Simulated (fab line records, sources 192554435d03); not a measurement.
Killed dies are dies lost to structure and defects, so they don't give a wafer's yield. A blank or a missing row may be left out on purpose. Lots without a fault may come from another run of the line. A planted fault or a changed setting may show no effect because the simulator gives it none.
Split-lot experiment | flow n5_finfet | 7 lots, 21 wafers read, on a route of 1938 steps

THE SPLIT
At N5_MOL_CONTACT_COAG_COAT_76 (time 60 s, resist thk 10 nm), the setting spin_rpm was moved away from the recipe's 1500 rpm on 6 of the 21 wafers read, by -6.5% to +11.0%. The other wafers ran this setting at the recipe's value.

FROM THE SPLIT TO THE READING: what the file shows between them, 8 steps
- N5_MOL_CONTACT_COAG_EXPOSE_81: exposes mask VG, defocus 0 nm (also split here: dose_mj)
- N5_MOL_CONTACT_COAG_PEB_82: peb time 60 s
- N5_MOL_CONTACT_COAG_DEVELOP_83: develop time 30 s
- N5_MOL_CONTACT_COAG_CD_MEAS_84: target cd 25.1 nm
- N5_MOL_CONTACT_COAG_DESCUM_88: chemistry O2, time 7 s
- N5_MOL_CONTACT_COAG_ETCH_89: etches underlayer in N2/H2, target depth 13 nm, time 10.4 s
- N5_MOL_CONTACT_COAG_ETCH_90: etches SiARC in CF4, target depth 13 nm, time 21.7 s
- N5_MOL_CONTACT_COAG_ALD_131: deposits SiO2, target thk 5 nm, pulse time 1 s, co reactant pulse time 1 s

THE READING
CAR-EUV_of_MOL_CONTACT_COAG_COAT_78.thk_nm (the simulator's own value, which no gauge read), in nm, at N5_MOL_CONTACT_COAG_ETCHBACK_132 (etches SiO2 in CHF3, target depth 10 nm, time 6.7 s). The file gives no usual value for it. The 15 wafers here that ran the recipe average 15.6 nm, standard deviation 0.1 nm.

wafer  | tool, chamber at the split | spin_rpm as run, rpm | against the recipe | CAR-EUV_of_MOL_CONTACT_COAG_COAT_78.thk_nm, nm | against lot-mates on the recipe
L074.1 | litho_track-03, 0          | 1500                 | recipe             | 15.6                                           | -
L074.3 | litho_track-03, 0          | 1403                 | -6.5%              | 15.4                                           | -0.2
L074.5 | litho_track-03, 0          | 1403                 | -6.5%              | 15.2                                           | -0.4
L080.2 | litho_track-03, 0          | 1500                 | recipe             | 15.6                                           | -
L080.5 | litho_track-03, 0          | 1500                 | recipe             | 15.6                                           | -
L080.6 | litho_track-03, 0          | 1500                 | recipe             | 15.6                                           | -
L083.1 | litho_track-02, 0          | 1500                 | recipe             | 15.4                                           | -
L083.2 | litho_track-02, 0          | 1665                 | +11.0%             | 16                                             | +0.5
L083.5 | litho_track-02, 0          | 1500                 | recipe             | 15.6                                           | -
L086.3 | litho_track-03, 0          | 1657                 | +10.5%             | 16.2                                           | +0.5
L086.4 | litho_track-03, 0          | 1500                 | recipe             | 15.6                                           | -
L086.6 | litho_track-03, 0          | 1500                 | recipe             | 15.8                                           | -
L091.1 | litho_track-03, 0          | 1620                 | +8.0%              | 15.8                                           | +0.3
L091.2 | litho_track-03, 0          | 1500                 | recipe             | 15.6                                           | -
L091.5 | litho_track-03, 0          | 1500                 | recipe             | 15.4                                           | -
L093.3 | litho_track-05, 0          | 1500                 | recipe             | 15.6                                           | -
L093.6 | litho_track-05, 0          | 1500                 | recipe             | 15.6                                           | -
L093.5 | litho_track-05, 0          | 1611                 | +7.4%              | 16                                             | +0.4
L097.3 | litho_track-05, 0          | 1500                 | recipe             | 15.6                                           | -
L097.4 | litho_track-05, 0          | 1500                 | recipe             | 15.6                                           | -
L097.6 | litho_track-05, 0          | 1500                 | recipe             | 15.4                                           | -

THE FIT
A straight line over all 21 wafers: CAR-EUV_of_MOL_CONTACT_COAG_COAT_78.thk_nm changes by +0.0454 nm for each +1% of spin_rpm; r = +0.89; the points scatter about the line by 0.11 nm.
The same after taking each lot's own level away (the mean of its wafers on the recipe; 21 wafers): +0.0461 nm for each +1%; r = +0.94; scatter 0.078 nm.
On that fit, the largest move of spin_rpm shifts the reading by 0.51 nm.
The lots' own levels span 15.50 to 15.70 nm, that is 2.0 times the standard deviation above.
So the lot-to-lot level changes the slope little: the two slopes agree.
Check: with one of the wafers moved furthest among these (+11.0%) left out of the fit, the line predicts +0.51 nm for it against its lot-mates. It came out at +0.5 nm against them.

OTHER SPLITS ON THESE WAFERS
These wafers also went through other splits before the reading. Each is held against what the fit with the lots' levels taken away leaves over:
other split on the same wafers        | wafers away from the commonest value | r with CAR-EUV_of_MOL_CONTACT_COAG_COAT_78.thk_nm (lot level and that fit taken away)
N5_HKMG_FIN_COAT_06 spin_rpm          | 7                                    | -0.12
N5_HKMG_FIN_ETCH_35 time_s            | 8                                    | -0.04
N5_GATE_CUT_ALD_22 ald_cycles         | 7                                    | -0.26
N5_MOL_CONTACT_COAG_EXPOSE_81 dose_mj | 7                                    | -0.05

THE WHOLE CHAIN: every reading that the file lists as answering this split, in the file's order
step                             | what it does                                         | reading                                                                                     | change (the file's fit)                | r (the file's)
N5_MOL_CONTACT_COAG_COAT_76      | time 60 s, resist thk 10 nm                          | SiARC_of_MOL_CONTACT_COAG_COAT_76.thk_nm (the simulator's own value, which no gauge read)   | -0.0499 nm for each +1% of the setting | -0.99
N5_MOL_CONTACT_COAG_ETCH_90      | etches SiARC in CF4, target depth 13 nm, time 21.7 s | CAR-EUV_of_MOL_CONTACT_COAG_COAT_78.thk_nm (the simulator's own value, which no gauge read) | +0.0469 nm for each +1% of the setting | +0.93
N5_MOL_CONTACT_COAG_ETCH_90      | etches SiARC in CF4, target depth 13 nm, time 21.7 s | etch.depth_nm (the simulator's own value, which no gauge read)                              | -0.0463 nm for each +1% of the setting | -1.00
N5_MOL_CONTACT_COAG_ETCHBACK_132 | etches SiO2 in CHF3, target depth 10 nm, time 6.7 s  | CAR-EUV_of_MOL_CONTACT_COAG_COAT_78.thk_nm (the simulator's own value, which no gauge read) | +0.0461 nm for each +1% of the setting | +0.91

THE FILE'S OWN FIT
CAR-EUV_of_MOL_CONTACT_COAG_COAT_78.thk_nm changes by +0.0461 nm for each +1% of spin_rpm, r = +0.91.
